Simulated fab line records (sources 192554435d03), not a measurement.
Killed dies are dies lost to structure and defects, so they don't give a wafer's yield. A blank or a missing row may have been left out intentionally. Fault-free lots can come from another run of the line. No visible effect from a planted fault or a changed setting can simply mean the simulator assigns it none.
Chamber matching + flow n5-finfet + rie-diel-01 running N5_BEOL_M0_SAQP_ETCH_88: 4 sister chambers
The step etches underlayer in N2/H2, target depth 6.5 nm, time 5.2 s. 18 wafers are shown with their chamber, then 9 later ones without.

## WAFERS, EACH WITH ITS CHAMBER
| wafer  | chamber | drypump-motor-current-A (A) | showerhead-plenum-p-Torr (Torr) | throttle-valve-pct (%) |
|--------|---------|-----------------------------|---------------------------------|------------------------|
| L074.2 | 2       | 5.5                         | 2.63                            | 18.14                  |
| L074.3 | 1       | 5.9                         | 2.52                            | 17.79                  |
| L074.4 | 3       | 5.8                         | 2.47                            | 18.11                  |
| L075.1 | 0       | 6.4                         | 2.61                            | 17.73                  |
| L075.2 | 3       | 5.8                         | 2.46                            | 18.07                  |
| L075.3 | 2       | 5.5                         | 2.63                            | 18.13                  |
| L076.1 | 2       | 5.5                         | 2.63                            | 18.17                  |
| L076.2 | 1       | 5.9                         | 2.52                            | 17.81                  |
| L076.5 | 3       | 5.8                         | 2.46                            | 18.08                  |
| L079.2 | 1       | 5.9                         | 2.52                            | 17.82                  |
| L079.3 | 0       | 6.3                         | 2.61                            | 17.72                  |
| L079.6 | 3       | 5.8                         | 2.46                            | 18.09                  |
| L084.1 | 1       | 5.9                         | 2.51                            | 17.83                  |
| L084.5 | 3       | 5.8                         | 2.46                            | 18.12                  |
| L084.6 | 2       | 5.5                         | 2.63                            | 18.21                  |
| L085.2 | 0       | 6.3                         | 2.60                            | 17.73                  |
| L085.4 | 1       | 5.9                         | 2.51                            | 17.84                  |
| L085.5 | 1       | 5.9                         | 2.51                            | 17.86                  |

SIGNATURES (means of the wafers above)
| reading                  | chamber 0 | chamber 1 | chamber 2 | chamber 3 | scatter within a chamber |
|--------------------------|-----------|-----------|-----------|-----------|--------------------------|
| drypump-motor-current-A  | 6.333     | 5.900     | 5.500     | 5.800     | 0.0218                   |
| showerhead-plenum-p-Torr | 2.6067    | 2.5150    | 2.6300    | 2.4620    | 0.0046                   |
| throttle-valve-pct       | 17.7267   | 17.8250   | 18.1625   | 18.0940   | 0.0248                   |
Rule: for each reading, subtract the chamber's mean from the wafer's reading, divide by that reading's scatter and square the result; add these up over the readings and take the root, which gives the wafer's distance from the chamber. The wafer belongs to the nearest chamber; if the next one is less than 2 further off, it can't be placed. How the scatter is found: for the shown wafers, subtract from each reading the mean of its chamber, square and add these, divide the total by (wafers less chambers), then take the root.

## WAFERS WITHOUT THEIR CHAMBER
| wafer  | drypump-motor-current-A (A) | showerhead-plenum-p-Torr (Torr) | throttle-valve-pct (%) |
|--------|-----------------------------|---------------------------------|------------------------|
| L086.2 | 5.5                         | 2.62                            | 18.20                  |
| L086.3 | 6.3                         | 2.60                            | 17.74                  |
| L086.6 | 5.5                         | 2.62                            | 18.20                  |
| L088.1 | 6.3                         | 2.60                            | 17.75                  |
| L088.4 | 5.9                         | 2.51                            | 17.84                  |
| L088.5 | 6.3                         | 2.60                            | 17.74                  |
| L096.1 | 5.5                         | 2.61                            | 18.25                  |
| L096.2 | 5.8                         | 2.45                            | 18.14                  |
| L096.4 | 6.3                         | 2.60                            | 17.34                  |

## WHICH CHAMBER EACH ONE RAN IN
| wafer  | from the rows above | in truth |
|--------|---------------------|----------|
| L086.2 | 2                   | 2        |
| L086.3 | 0                   | 0        |
| L086.6 | 2                   | 2        |
| L088.1 | 0                   | 0        |
| L088.4 | 1                   | 1        |
| L088.5 | 0                   | 0        |
| L096.1 | 2                   | 2        |
| L096.2 | 3                   | 3        |
| L096.4 | 0                   | 0        |
Placed correctly: 9 of 9. Left unplaced by these rows: 0. Placed wrongly: 0.
